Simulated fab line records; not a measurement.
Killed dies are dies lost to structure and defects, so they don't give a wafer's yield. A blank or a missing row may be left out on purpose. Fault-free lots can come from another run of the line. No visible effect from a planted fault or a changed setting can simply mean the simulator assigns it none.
fab line records | flow n5Finfet | part 2 of 2: steps 27 to 40 of 40
[record] lots = 5 | wafers = 15 | lastDay = 17
route steps=1938 shown BEOL_M3@995 BEOL_M4@1021
lots that met no fault: taken from a fault-free run of the same line
startH: start of the lot's first displayed wafer, in hours after the record's first day | waitH: hours since the lot's step before | " as in the row above | L1.1+2: a row that stands for several wafers | - either no value or no given start | * or withheld: withheld | < > ~ a bound
route shown NAME@n: a module of which the file shows steps, and the number in the route of the first | usual: mean/standard deviation of fault-free wafers | same: alike in all rows | chamber/n: place in a boat | sites: readings site by site | _std_site: standard deviation across them | _edge_site: inner sites' mean taken away from outer sites' mean | radiusMm: how far each site lies from the wafer's centre | mask NAME#n: copy n | behind: the tool/chamber that last shaped the wafer | hold: reason for holding the lot/hours on hold/outcome of the hold | device: which transistor (n, p or np) failed to switch | end of line: the route-end tests of the same wafers | a step given without rows: its recipe and nothing more | killed: not the wafer's yield, but the dies lost to structure and defects at the first sort | map: a wafer's dies, marking killed ones x, the rest . and places with no die _
set.NAME: the setting that was run; set.NAME@STEP: the one run at that earlier step | model.NAME: the simulator's own value behind a step, which no gauge read
certain route steps with their lots: each step a table, each wafer a row
services: a tool's chamber out of use, with start hour (startH, from the record's first day; less than 0 if before it), hours out, and reason
[[steps]]
[step N5_BEOL_M4_ILD_DEP_00]
[recipe] material = SiOC | targetThkA = 790 | tempC = 350 | precursor = DEMS/O2 | pressureTorr = 5 | rfW = 500 | timeS = 15.3
[usual] heaterPowerW = 583/84 | showerheadPlenumPTorr = 5.685/0.017 | throttleValvePct = 11.8/0.68
lot.wafer | tool     | chamber | startH | waitH | heaterPowerW | showerheadPlenumPTorr | throttleValvePct
L078.1    | pecvd-04 | 0       | 183.43 | 0.0   | 397          | 5.682                 | 11.7
L078.2    | "        | 1       | "      | "     | 565          | 5.674                 | 12.6
L078.3    | "        | 2       | "      | "     | 475          | 5.723                 | 12.3
L085.1    | pecvd-02 | 0       | 229.08 | 0.0   | 699          | 5.673                 | 12.4
L085.2    | "        | 1       | "      | "     | 548          | 5.693                 | 11.1
L085.5    | "        | 2       | "      | "     | 638          | 5.678                 | 11.3
L091.4    | pecvd-04 | 0       | 272.76 | 0.1   | 471          | 5.693                 | 11.9
L091.5    | "        | 1       | "      | "     | 514          | 5.705                 | 13.0
L091.6    | "        | 2       | "      | "     | 453          | 5.714                 | 11.0
L096.1    | pecvd-02 | 1       | 290.94 | 0.0   | 589          | 5.686                 | 11.0
L096.3    | "        | 0       | "      | "     | 700          | 5.685                 | 12.6
L096.4    | "        | 0       | "      | "     | 712          | 5.694                 | 12.4
L097.1    | pecvd-01 | 1       | 298.44 | 0.0   | 498          | 5.722                 | 12.7
L097.2    | "        | 0       | "      | "     | 506          | 5.674                 | 12.4
L097.3    | "        | 2       | "      | "     | 428          | 5.648                 | 11.5
[step N5_BEOL_M4_THK_MEAS_01]
[recipe] reads = SiOC_of_BEOL_M4_ILD_DEP_00
[usual] M4_ILD_THK = 79.0/0.88
lot.wafer | tool         | chamber | startH | waitH | M4_ILD_THK[nm]
L078.1    | filmMetro-02 | -       | 183.50 | 0.0   | 77.8
L078.2    | "            | -       | "      | "     | 78.1
L078.3    | "            | -       | "      | "     | 78.2
L085.1    | filmMetro-01 | -       | 229.15 | 0.0   | 78.7
L085.2    | "            | -       | "      | "     | 78.6
L085.5    | "            | -       | "      | "     | 79.4
L091.4    | filmMetro-01 | -       | 272.81 | 0.0   | 79.4
L091.5    | "            | -       | "      | "     | 79.9
L091.6    | "            | -       | "      | "     | 80.1
L096.1    | filmMetro-01 | -       | 291.01 | 0.1   | 79.5
L096.3    | "            | -       | "      | "     | 77.9
L096.4    | "            | -       | "      | "     | 79.8
L097.1    | filmMetro-01 | -       | 298.51 | 0.0   | 78.1
L097.2    | "            | -       | "      | "     | 79.6
L097.3    | "            | -       | "      | "     | 79.1
[step N5_BEOL_M4_PECVD_72]
[recipe] material = SiO2 | targetThkA = 160 | tempC = 400 | precursor = TEOS/O2 | pressureTorr = 5.5 | rfW = 450 | teosFlowSccm = 53.8 | gas = O2 | flowSccm = 3000 | timeS = 18
[usual] heaterPowerW = 777/100 | showerheadPlenumPTorr = 8.75/0.12 | throttleValvePct = 22.5/1.1
lot.wafer | tool     | chamber | startH | waitH | heaterPowerW | showerheadPlenumPTorr | throttleValvePct
L078.1    | pecvd-01 | 0       | 183.54 | 0.0   | 619          | 8.61                  | 23.1
L078.2    | "        | 2       | "      | "     | 758          | 8.62                  | 21.1
L078.3    | "        | 1       | "      | "     | 818          | 8.90                  | 23.4
L085.1    | pecvd-01 | 1       | 229.19 | 0.0   | 845          | 8.92                  | 23.5
L085.2    | "        | 0       | "      | "     | 627          | 8.64                  | 22.6
L085.5    | "        | 2       | "      | "     | 770          | 8.61                  | 21.3
L091.4    | pecvd-01 | 1       | 272.87 | 0.1   | 840          | 8.94                  | 23.3
L091.5    | "        | 2       | "      | "     | 752          | 8.62                  | 21.3
L091.6    | "        | 0       | "      | "     | 743          | 8.63                  | 23.1
L096.1    | pecvd-01 | 2       | 291.04 | 0.0   | 690          | 8.63                  | 21.5
L096.3    | "        | 1       | "      | "     | 860          | 8.92                  | 23.5
L096.4    | "        | 1       | "      | "     | 850          | 8.93                  | 23.4
L097.1    | pecvd-02 | 2       | 298.55 | 0.0   | 930          | 8.79                  | 21.3
L097.2    | "        | 0       | "      | "     | 880          | 8.69                  | 23.3
L097.3    | "        | 1       | "      | "     | 806          | 8.74                  | 20.8
[step N5_BEOL_M4_HM_DEP_02]
[recipe] material = TiN | targetThkA = 200 | tempC = 25 | chamberPressurePa = 0.49996
[usual] throttleValvePct = 30.4/0.72
lot.wafer | tool          | chamber | startH | waitH | throttleValvePct
L078.1    | pvdSputter-02 | -       | 183.60 | 0.0   | 30.5
L078.2    | "             | -       | "      | "     | 29.9
L078.3    | "             | -       | "      | "     | 31.0
L085.1    | pvdSputter-03 | -       | 230.79 | 1.6   | 31.2
L085.2    | "             | -       | "      | "     | 30.8
L085.5    | "             | -       | "      | "     | 31.5
L091.4    | pvdSputter-01 | -       | 272.93 | 0.0   | 31.0
L091.5    | "             | -       | "      | "     | 31.0
L091.6    | "             | -       | "      | "     | 30.6
L096.1    | pvdSputter-01 | -       | 291.10 | 0.0   | 30.7
L096.3    | "             | -       | "      | "     | 30.0
L096.4    | "             | -       | "      | "     | 30.4
L097.1    | pvdSputter-01 | -       | 298.93 | 0.4   | 29.6
L097.2    | "             | -       | "      | "     | 30.6
L097.3    | "             | -       | "      | "     | 30.7
[step N5_BEOL_M4_COAT_61]
[recipe] resist = SOC | tempC = 250 | timeS = 60 | spinRpm = 1500 | resistThkNm = 60
lot.wafer  | tool          | chamber | startH | waitH
L078.1+2+3 | lithoTrack-01 | 0       | 183.72 | 0.1
L085.1+2+5 | lithoTrack-03 | 0       | 230.92 | 0.1
L091.4+5+6 | lithoTrack-03 | 0       | 273.06 | 0.1
L096.1+3+4 | lithoTrack-03 | 0       | 291.23 | 0.1
L097.1+2+3 | lithoTrack-03 | 0       | 299.05 | 0.1
[step N5_BEOL_M4_COAT_62]
[recipe] resist = SiARC | tempC = 220 | timeS = 60 | spinRpm = 1500 | resistThkNm = 12
lot.wafer  | tool          | chamber | startH | waitH
L078.1+2+3 | lithoTrack-01 | 0       | -      | -
L085.1+2+5 | lithoTrack-03 | 0       | -      | -
L091.4+5+6 | lithoTrack-03 | 0       | -      | -
L096.1+3+4 | lithoTrack-03 | 0       | -      | -
L097.1+2+3 | lithoTrack-03 | 0       | -      | -
[step N5_BEOL_M4_COAT_73]
[recipe] resist = underlayer | tempC = 205 | timeS = 60 | spinRpm = 1500 | resistThkNm = 5
lot.wafer  | tool          | chamber | startH | waitH
L078.1+2+3 | lithoTrack-01 | 0       | -      | -
L085.1+2+5 | lithoTrack-03 | 0       | -      | -
L091.4+5+6 | lithoTrack-03 | 0       | -      | -
L096.1+3+4 | lithoTrack-03 | 0       | -      | -
L097.1+2+3 | lithoTrack-03 | 0       | -      | -
[step N5_BEOL_M4_COAT_05]
[recipe] resist = CAR-EUV | spinRpm = 1500 | resistThkNm = 30
lot.wafer  | tool          | chamber | startH | waitH
L078.1+2+3 | lithoTrack-01 | 0       | -      | -
L085.1+2+5 | lithoTrack-03 | 0       | -      | -
L091.4+5+6 | lithoTrack-03 | 0       | -      | -
L096.1+3+4 | lithoTrack-03 | 0       | -      | -
L097.1+2+3 | lithoTrack-03 | 0       | -      | -
[step N5_BEOL_M4_EBR_07]
[recipe] solvent = PGMEA | ebrWidthMm = 1.5
lot.wafer  | tool          | chamber | startH | waitH
L078.1+2+3 | lithoTrack-01 | 0       | -      | -
L085.1+2+5 | lithoTrack-03 | 0       | -      | -
L091.4+5+6 | lithoTrack-03 | 0       | -      | -
L096.1+3+4 | lithoTrack-03 | 0       | -      | -
L097.1+2+3 | lithoTrack-03 | 0       | -      | -
[step N5_BEOL_M4_SOFTBAKE_06]
[recipe] tempC = 110 | timeS = 60 | resist = CAR-EUV
lot.wafer  | tool          | chamber | startH | waitH
L078.1+2+3 | lithoTrack-01 | 0       | -      | -
L085.1+2+5 | lithoTrack-03 | 0       | -      | -
L091.4+5+6 | lithoTrack-03 | 0       | -      | -
L096.1+3+4 | lithoTrack-03 | 0       | -      | -
L097.1+2+3 | lithoTrack-03 | 0       | -      | -
[step N5_BEOL_M4_EXPOSE_08]
[recipe] maskId = M4 | na = 0.33 | sourceShape = dipole | sigmaInner = 0.369 | sigmaOuter = 0.767 | polarization = unpolarized | doseMj = 41.25
lot.wafer  | tool          | chamber | startH | waitH | mask
L078.1+2+3 | euvScanner-01 | 0       | 183.86 | -     | M4#0
L085.1+2+5 | euvScanner-01 | 0       | 231.06 | -     | M4#0
L091.4+5+6 | euvScanner-02 | 0       | 273.35 | -     | M4#0
L096.1+3+4 | euvScanner-01 | 0       | 291.36 | -     | M4#0
L097.1+2+3 | euvScanner-02 | 0       | 299.31 | -     | M4#0
[step N5_BEOL_M4_PEB_09]
[recipe] pebTempC = 100 | pebTimeS = 60 | resist = CAR-EUV
lot.wafer  | tool          | chamber | startH | waitH
L078.1+2+3 | lithoTrack-01 | 0       | 183.92 | 0.1
L085.1+2+5 | lithoTrack-05 | 0       | 231.12 | 0.1
L091.4+5+6 | lithoTrack-05 | 0       | 273.40 | 0.0
L096.1+3+4 | lithoTrack-03 | 0       | 291.43 | 0.1
L097.1+2+3 | lithoTrack-05 | 0       | 299.38 | 0.1
[step N5_BEOL_M4_DEVELOP_10]
[recipe] developTimeS = 30 | developer = TMAH | resist = CAR-EUV | rinseLiquid = surfactantRinse | dry = airSpin | devTempC = 23
lot.wafer  | tool          | chamber | startH | waitH
L078.1+2+3 | lithoTrack-01 | 0       | -      | -
L085.1+2+5 | lithoTrack-05 | 0       | -      | -
L091.4+5+6 | lithoTrack-05 | 0       | -      | -
L096.1+3+4 | lithoTrack-03 | 0       | -      | -
L097.1+2+3 | lithoTrack-05 | 0       | -      | -
[step N5_BEOL_M4_CD_MEAS_11]
[recipe] targetCdNm = 16.79 | landingEnergyEv = 500 | detector = seInlens | polarity = opening
[usual] cdNm = 16.76/0.24
lot.wafer | tool     | chamber | startH | waitH | cdNm
L078.1    | cdSem-03 | 0       | 183.99 | -     | 16.67
L078.2    | "        | 0       | "      | "     | 16.40
L078.3    | "        | 0       | "      | "     | 16.60
L085.1    | cdSem-03 | 0       | 231.19 | -     | 16.57
L085.2    | "        | 0       | "      | "     | 16.70
L085.5    | "        | 0       | "      | "     | 16.34
L091.4    | cdSem-03 | 0       | 273.47 | -     | 16.97
L091.5    | "        | 0       | "      | "     | 16.91
L091.6    | "        | 0       | "      | "     | 16.68
L096.1    | cdSem-01 | 0       | 291.49 | -     | 16.70
L096.3    | "        | 0       | "      | "     | 17.16
L096.4    | "        | 0       | "      | "     | 16.90
L097.1    | cdSem-02 | 0       | 299.45 | -     | 17.03
L097.2    | "        | 0       | "      | "     | 16.93
L097.3    | "        | 0       | "      | "     | 17.04
[[services]]
tool          | chamber | startH | hours | kind
euvScanner-01 | -       | 156.90 | 1.0   | pm
cvdCo-01      | -       | 165.80 | 3.2   | repair
cvdCo-01      | -       | 171.90 | 2.5   | repair
euvScanner-02 | -       | 174.61 | 1.0   | pm
pecvd-03      | 0       | 176.21 | 9.7   | repair
cmp-01        | -       | 176.78 | 0.4   | repair
euvScanner-02 | -       | 207.66 | 1.8   | repair
euvScanner-01 | -       | 213.05 | 1.0   | pm
rtpAnneal-01  | -       | 217.81 | 1.1   | pm
ecdCu-02      | -       | 218.92 | 0.9   | repair
euvScanner-02 | -       | 230.56 | 4.6   | pm
cmp-01        | -       | 231.10 | 4.0   | pm
pecvd-03      | 1       | 232.91 | 4.1   | repair
euvScanner-01 | -       | 238.03 | 5.8   | pm
cmp-01        | -       | 242.23 | 1.7   | repair
euvScanner-01 | -       | 244.74 | 4.6   | pm
cmp-01        | -       | 244.76 | 2.1   | repair
cvdCo-01      | 2       | 245.84 | 12.5  | repair
cmp-01        | -       | 250.14 | 0.8   | repair
pecvd-02      | 2       | 255.39 | 13.3  | repair
cvdCo-01      | -       | 262.09 | 4.3   | pm
euvScanner-01 | -       | 269.20 | 1.0   | pm
cmp-01        | -       | 280.40 | 2.6   | repair
pecvd-02      | -       | 284.87 | 1.5   | repair
